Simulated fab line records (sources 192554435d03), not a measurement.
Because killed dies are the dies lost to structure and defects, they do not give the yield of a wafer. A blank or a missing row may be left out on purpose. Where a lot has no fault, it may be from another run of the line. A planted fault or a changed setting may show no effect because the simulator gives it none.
Matching of chambers | flow n5-finfet | ald-metal-04 running N5_HKMG_FIN_ALD_71: 4 sister chambers
The step deposits TiN, target thk 1 nm, pulse time 1 s, purge time 3 s. 4 wafers are shown with their chamber, then 7 later ones without.

== WAFERS WITH THEIR CHAMBER ==
wafer  | chamber | heater-power-outer-w (W)
L078.4 | 0       | 584
L078.5 | 3       | 536
L083.1 | 1       | 510
L083.5 | 2       | 577

== WAFERS MISSING THEIR CHAMBER ==
wafer  | heater-power-outer-w (W)
L083.6 | 523
L086.3 | 529
L086.4 | 499
L086.5 | 588
L097.1 | 526
L097.2 | 594
L097.3 | 522

== CHAMBER TAKEN BY EACH ==
wafer  | from the rows above     | in truth
L083.6 | can't be placed: 1 or 3 | 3
L086.3 | can't be placed: 3 or 1 | 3
L086.4 | 1                       | 1
L086.5 | can't be placed: 0 or 2 | 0
L097.1 | can't be placed: 3 or 1 | 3
L097.2 | can't be placed: 0 or 2 | 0
L097.3 | can't be placed: 1 or 3 | 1
Correctly placed: 1 of 7. Not placeable from these rows: 6 (in 6, the candidates include the true chamber). Wrongly placed: 0.
How it was worked out, from the rows above alone: a wafer's distance from a chamber is the root of the sum, over the readings, of the square of ((its reading less the chamber's mean) divided by the reading's scatter). If the next closest chamber is less than 2 further off than the closest, the wafer can't be placed; otherwise it belongs to the closest. The mean given for a chamber averages the wafers shown for that chamber. The scatter: with one shown wafer a chamber, the root of the mean of the squares of how far each hidden wafer lies from its nearest shown one.
